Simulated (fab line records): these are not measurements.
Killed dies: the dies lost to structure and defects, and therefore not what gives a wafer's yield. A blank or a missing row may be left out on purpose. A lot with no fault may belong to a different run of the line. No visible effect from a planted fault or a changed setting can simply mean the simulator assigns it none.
Chamber matching | flow n5Finfet | rieDiel-06 running N5_BEOL_M8_ETCH_72: 4 sister chambers
The step etches underlayer in N2/H2, target depth 6.5 nm, time 5.2 s. 16 wafers are shown with their chamber, then 8 later ones without.

== WAFERS WITH THEIR CHAMBER ==
wafer  | chamber | showerheadPlenumPTorr (Torr) | throttleValvePct (%) | oesProductAu (a.u.)
L077.2 | 1       | 2.52                         | 18.29                | 0.63
L077.3 | 2       | 2.53                         | 18.15                | 0.61
L077.5 | 2       | 2.53                         | 18.13                | 0.62
L083.1 | 3       | 2.71                         | 17.91                | 0.80
L083.5 | 1       | 2.52                         | 18.31                | 0.62
L083.6 | 2       | 2.52                         | 18.16                | 0.62
L085.3 | 1       | 2.51                         | 18.35                | 0.60
L085.4 | 0       | 2.41                         | 17.76                | 0.62
L085.5 | 0       | 2.41                         | 17.76                | 0.63
L089.1 | 1       | 2.51                         | 18.36                | 0.61
L089.2 | 0       | 2.41                         | 17.75                | 0.61
L089.6 | 0       | 2.41                         | 17.76                | 0.61
L090.1 | 0       | 2.41                         | 17.77                | 0.62
L090.4 | 2       | 2.51                         | 18.19                | 0.60
L090.5 | 1       | 2.51                         | 18.36                | 0.60
L093.3 | 1       | 2.51                         | 18.36                | 0.60

SIGNATURES (means of the wafers above)
reading               | chamber 0 | chamber 1 | chamber 2 | chamber 3 | scatter within a chamber
showerheadPlenumPTorr | 2.4100    | 2.5133    | 2.5225    | 2.7100    | 0.00583
throttleValvePct      | 17.7600   | 18.3383   | 18.1575   | 17.9100   | 0.0237
oesProductAu          | 0.6180    | 0.6100    | 0.6125    | 0.8000    | 0.0106
Rule: for each reading, subtract the chamber's mean from the wafer's reading, divide by that reading's scatter and square the result; add these up over the readings and take the root, which gives the wafer's distance from the chamber. The wafer belongs to the nearest chamber; if the next one is less than 2 further off, it can't be placed. The scatter is the square root of a quotient: the sum, over the shown wafers, of each reading's squared deviation from its chamber's mean, divided by wafers minus chambers.

== WAFERS MISSING THEIR CHAMBER ==
wafer  | showerheadPlenumPTorr (Torr) | throttleValvePct (%) | oesProductAu (a.u.)
L093.4 | 2.70                         | 17.97                | 0.76
L093.6 | 2.70                         | 17.95                | 0.74
L094.1 | 2.70                         | 17.97                | 0.76
L094.4 | 2.40                         | 17.78                | 0.61
L094.5 | 2.51                         | 18.23                | 0.61
L095.1 | 2.51                         | 18.36                | 0.59
L095.4 | 2.70                         | 17.99                | 0.74
L095.6 | 2.51                         | 18.21                | 0.60

== THE CHAMBER EACH PASSED THROUGH ==
wafer  | from the rows above     | in truth
L093.4 | 3                       | 3
L093.6 | 3                       | 3
L094.1 | 3                       | 3
L094.4 | 0                       | 0
L094.5 | can't be placed: 2 or 1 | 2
L095.1 | 1                       | 1
L095.4 | 3                       | 3
L095.6 | 2                       | 2
Placed correctly: 7 of 8. Can't be placed from these rows: 1 (the true chamber is among the candidates in 1). Placed wrongly: 0.
